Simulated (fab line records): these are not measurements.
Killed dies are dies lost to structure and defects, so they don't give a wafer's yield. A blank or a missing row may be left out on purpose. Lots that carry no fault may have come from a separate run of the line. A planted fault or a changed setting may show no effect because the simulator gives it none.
Which tool is to blame? -- flow n5Finfet -- 24 lots with 72 wafers sampled at 2 steps, on a route of 1938 steps

## WHAT EACH GAUGE READ, for each wafer
N5_BEOL_M7_INSPECT_58: inspects for defects (darkfield).
lot,measured,on,rawDefectCount
L074,day 9 02:04,defectInspect-02,61 97 70
L075,day 9 06:38,defectInspect-01,72 45 84
L076,day 9 12:00,defectInspect-02,92 107 80
L078,day 9 16:26,defectInspect-01,90 66 64
L077,day 9 18:03,defectInspect-01,63 44 32
L079,day 9 23:42,defectInspect-01,86 104 101
L080,day 10 09:20,defectInspect-01,75 60 110
L081,day 10 21:50,defectInspect-01,74 55 55
L082,day 11 08:05,defectInspect-01,38 52 69
L083,day 11 23:49,defectInspect-01,89 115 92
L085,day 12 06:04,defectInspect-02,55 53 62
L084,day 12 06:19,defectInspect-02,69 104 92
L086,day 12 10:40,defectInspect-02,61 76 56
L088,day 12 13:05,defectInspect-02,126 56 51
L089,day 12 16:38,defectInspect-01,80 73 67
L087,day 12 16:34,defectInspect-02,80 136 63
L090,day 12 21:12,defectInspect-02,48 96 75
L091,day 13 18:46,defectInspect-02,95 70 56
L094,day 14 00:10,defectInspect-01,47 79 112
L092,day 14 00:20,defectInspect-01,56 56 72
L093,day 14 02:25,defectInspect-01,31 43 47
L096,day 14 21:29,defectInspect-02,59 59 82
L095,day 14 22:02,defectInspect-01,84 67 63
L097,day 14 22:20,defectInspect-01,93 86 172

## WHAT TOOL EACH LOT RAN ON (gives the tool, then ch and the chambers of the sampled wafers, and finally the start)
lot,N5_BEOL_M7_CURE_75
L074,"uvCure-01 ch 2, day 8 23:43"
L075,"uvCure-01 ch 2, day 9 04:14"
L076,"uvCure-01 ch 0, day 9 08:38"
L078,"uvCure-01 ch 0, day 9 12:05"
L077,"uvCure-02 ch 2, day 9 14:38"
L079,"uvCure-01 ch 1, day 9 21:40"
L080,"uvCure-03 ch 0, day 10 06:31"
L081,"uvCure-02 ch 0, day 10 19:24"
L082,"uvCure-02 ch 2, day 11 03:55"
L083,"uvCure-01 ch 1, day 11 20:18"
L085,"uvCure-02 ch 2, day 12 03:38"
L084,"uvCure-02 ch 2, day 12 03:59"
L086,"uvCure-03 ch 0, day 12 08:21"
L088,"uvCure-01 ch 1, day 12 09:50"
L089,"uvCure-03 ch 1, day 12 14:33"
L087,"uvCure-01 ch 1, day 12 14:33"
L090,"uvCure-03 ch 2, day 12 17:04"
L091,"uvCure-02 ch 0, day 13 15:44"
L094,"uvCure-02 ch 2, day 13 19:50"
L092,"uvCure-01 ch 1, day 13 20:25"
L093,"uvCure-01 ch 2, day 13 23:40"
L096,"uvCure-02 ch 1, day 14 19:34"
L095,"uvCure-01 ch 0, day 14 19:58"
L097,"uvCure-03 ch 0, day 14 20:22"
- N5_BEOL_M7_CURE_75: cures SiCOH lowk, time 120 s.

## WHAT THE TOOLS THEMSELVES READ (means of the sampled wafers that have a number; where no wafer has one, the mark that the record gives instead)
N5_BEOL_M7_CURE_75.
lot,tool,lampPowerPct (%),wafer_temp_C_max
L074,uvCure-01,52.31,371.8
L075,uvCure-01,52.29,371.9
L076,uvCure-01,52.33,373.1
L078,uvCure-01,52.28,373.3
L077,uvCure-02,52.29,371.8
L079,uvCure-01,52.38,371.9
L080,uvCure-03,52.31,372.8
L081,uvCure-02,52.34,371.3
L082,uvCure-02,52.28,371.7
L083,uvCure-01,52.33,372.1
L085,uvCure-02,52.37,371.7
L084,uvCure-02,52.30,371.7
L086,uvCure-03,52.33,373.0
L088,uvCure-01,52.30,371.9
L089,uvCure-03,52.34,371.9
L087,uvCure-01,52.33,372.1
L090,uvCure-03,52.33,372.2
L091,uvCure-02,52.31,371.5
L094,uvCure-02,52.32,371.8
L092,uvCure-01,52.35,372.1
L093,uvCure-01,52.33,371.6
L096,uvCure-02,52.27,372.0
L095,uvCure-01,52.29,372.3
L097,uvCure-03,52.31,372.9

## THE ANSWER, worked out from the rows above alone
Rule: the lots themselves supply what counts as usual. Put in order of their means at a reading, lots are off if they are a third of the lots or fewer, leave a main group of 4 or more, and stand apart from it by a gap of 3 or more times the standard deviation of the main group's means; of several such gaps the widest counts. Not used: any main group whose means are identical at the precision the tables above print for the reading. Also off: a lot with no number at a reading for which 4 or more lots have one. The other lots that the step has rows for count as sound. Order of review: gauges by route order, followed by the tools' own readings, for which a lot's mean as printed above is used. The first step at which some lot is off is used, and at that step the reading that is off furthest; a lot without a number counts as furthest.
None of the lots is off at any reading shown; this tells nothing.

## WHAT WAS PUT IN BY THE SIMULATOR
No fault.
